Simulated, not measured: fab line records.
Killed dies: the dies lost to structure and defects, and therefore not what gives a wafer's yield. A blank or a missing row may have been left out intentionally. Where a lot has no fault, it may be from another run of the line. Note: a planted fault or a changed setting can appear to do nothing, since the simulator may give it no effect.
Problem report, 8D (eight disciplines) form, completed by code | flow n5 finfet | the parts of the form that need people (team, actions taken, sign-off) are left out

== 1. THE ISSUE ==
Mean of killed_at_M0_to_M3 at N5_PASSIVATION_PROBE_49: 154 across 3 wafers in 2 lots; on wafers with no fault it is 37 (standard deviation 12). That puts it +9.7 standard deviations away from the usual mean.
First seen on wafer L511.2, day 14 04:57, on prober-01. The record holds 9 wafers of 3 lots with a number at this step. Rule for "out", or "out of limits": more than 4 standard deviations from the usual mean. All remaining wafers that have a number are taken as sound.

== 2. WHAT IT IS, WHAT IT ISN'T ==
question                    | is                                                                                                      | is not
which readings at this step | killed_at_M0_to_M3, defect limited yield, killed dies, sort_bin_5_function, sort n pass, sort yield pct | killed_at_M4_up, killed at contacts, killed at front end, killed at other, killed open, killed short, sort_bin_8_speed
which lots                  | L511, L516                                                                                              | L522
which wafers of those lots  | L511.2, L516.2, L516.6                                                                                  | L511.1, L511.5, L516.5
read on which tools         | prober-01, prober-02                                                                                    | -
when                        | from day 14 04:57                                                                                       | up to then (1 sound wafer); but 5 sound wafers of L511, L516, L522 came after

== 3. SUSPECTS, AND WHAT RULES EACH OUT ==
Counting: if a tool at a process step up to the reading ran every lot that is out, it stays a suspect. Sound lots after the first of them don't rule it out here, since some wafers of a struck lot are sound.
- rie diel-02 at N5_BEOL_M2_ETCH_41 (etches SiCN in CH3F/O2, target depth 29.9 nm, time 52.5 s): kept. It ran every lot that is out, first L511 (day 8 09:39).
- Within rie diel-02 at N5_BEOL_M2_ETCH_41: the wafers that are out ran in chamber 2; their sound lot-mates ran in chambers 1, 3.
Remaining after the count: rie diel-02 at N5_BEOL_M2_ETCH_41.

== 4. THE CAUSE (what the simulator had put in) ==
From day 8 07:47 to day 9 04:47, rie diel-02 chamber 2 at N5_BEOL_M2_ETCH_41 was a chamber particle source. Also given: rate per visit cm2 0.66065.
The count eliminated every tool but this one.

== 5. SEQUENCE OF EFFECTS, ordered by route ==
Each row: a reading whose mean over the struck wafers that have a number lies more than 3 standard deviations from the usual. Readings are gone through only where the record gives a usual standard deviation; hours: the median, over the lots, of the time from a lot's start at the first step in this table giving one to that lot's start at this step; sigmas: the change measured in usual standard deviations.
hours | step                    | reading              | usual  | on struck wafers | change | sigmas
0     | N5_PASSIVATION_PROBE_49 | defect limited yield | 90.9 % | 82.3             | -8.6   | -6.1
0     | N5_PASSIVATION_PROBE_49 | killed_at_M0_to_M3   | 37     | 154              | +117   | +9.7
0     | N5_PASSIVATION_PROBE_49 | killed dies          | 107    | 209              | +102   | +6.0
0     | N5_PASSIVATION_PROBE_49 | sort_bin_5_function  | 5.3 %  | 10.6             | +5.3   | +5.6
0     | N5_PASSIVATION_PROBE_49 | sort n pass          | 1073   | 971              | -102   | -6.0
0     | N5_PASSIVATION_PROBE_49 | sort yield pct       | 90.9 % | 82.3             | -8.6   | -5.7
It contains these process steps:
- N5_PASSIVATION_PROBE_49

== 6. HOW IT WOULD HAVE BEEN CAUGHT EARLIER ==
141 hours passed between the start of the fault at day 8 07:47 and the first reading out of limits in this record, taken at day 14 04:57.
Tool readings at N5_BEOL_M2_ETCH_41 with a usual standard deviation given in the record: none out on any struck wafer, hence no alarm at a limit of 4 standard deviations on them.
Lots out: 2; all had begun N5_BEOL_M2_ETCH_41 on rie diel-02 by day 14 04:57. None of them would have been spared by holding the tool at that moment.
